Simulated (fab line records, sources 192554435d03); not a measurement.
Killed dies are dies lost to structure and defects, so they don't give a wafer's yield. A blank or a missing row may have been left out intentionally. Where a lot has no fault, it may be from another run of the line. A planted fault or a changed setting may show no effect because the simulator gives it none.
Matching of chambers ; flow n5_finfet ; 4 sister chambers for N5_FIN_SAQP_ETCH_51 on rie_diel-01
The step etches SiARC in CF4, target depth 45.5 nm, time 75.8 s. 20 wafers are shown with their chamber, then 10 later ones without.

WAFERS PAIRED WITH THEIR CHAMBERS
wafer;chamber;showerhead_plenum_p_Torr (Torr);throttle_valve_pct (%);drypump_motor_current_A (A)
L074.3;0;2.28;15.40;6.2
L074.4;2;2.15;15.40;5.5
L074.5;3;2.14;15.31;6.4
L075.1;1;2.13;15.83;5.9
L075.4;3;2.14;15.29;6.5
L075.5;1;2.13;15.84;6.0
L076.2;3;2.14;15.30;6.4
L076.5;0;2.27;15.39;6.2
L076.6;1;2.13;15.84;6.0
L078.1;1;2.13;15.84;5.9
L078.4;3;2.14;15.30;6.4
L078.6;1;2.13;15.83;5.9
L082.1;0;2.27;15.40;6.2
L082.3;1;2.13;15.85;5.9
L082.6;1;2.13;15.84;6.0
L086.3;2;2.14;15.44;5.5
L086.5;2;2.14;15.44;5.5
L086.6;3;2.13;15.35;6.4
L087.1;0;2.27;15.41;6.2
L087.2;3;2.13;15.34;6.5

SIGNATURES, as means of the wafers listed above
reading;chamber 0;chamber 1;chamber 2;chamber 3;scatter within a chamber
showerhead_plenum_p_Torr;2.2725;2.1300;2.1433;2.1367;0.00415
throttle_valve_pct;15.4000;15.8386;15.4267;15.3150;0.0168
drypump_motor_current_A;6.200;5.943;5.500;6.433;0.0436
Rule: for each reading, subtract the chamber's mean from the wafer's reading, divide by that reading's scatter and square the result; add these up over the readings and take the root, which gives the wafer's distance from the chamber. If the next closest chamber is less than 2 further off than the closest, the wafer can't be placed; otherwise it belongs to the closest. The scatter: take each reading less its chamber's mean, square it, sum over the shown wafers, divide by the number of wafers less the number of chambers, and take the root.

WAFERS WITH NO CHAMBER GIVEN
wafer;showerhead_plenum_p_Torr (Torr);throttle_valve_pct (%);drypump_motor_current_A (A)
L087.6;2.13;15.33;6.4
L092.3;2.27;15.45;6.2
L092.5;2.14;15.45;5.5
L092.6;2.13;15.36;6.4
L093.1;2.26;15.46;6.2
L093.3;2.12;15.89;5.9
L093.6;2.27;15.43;6.2
L094.1;2.26;15.44;6.2
L094.3;2.13;15.36;6.4
L094.4;2.12;15.89;5.9

THE CHAMBER EACH PASSED THROUGH
wafer;from the rows above;in truth
L087.6;3;3
L092.3;0;0
L092.5;2;2
L092.6;3;3
L093.1;0;0
L093.3;1;1
L093.6;0;0
L094.1;0;0
L094.3;3;3
L094.4;1;1
10 of 10 placed correctly. Left unplaced by these rows: 0. Number placed wrongly: 0.
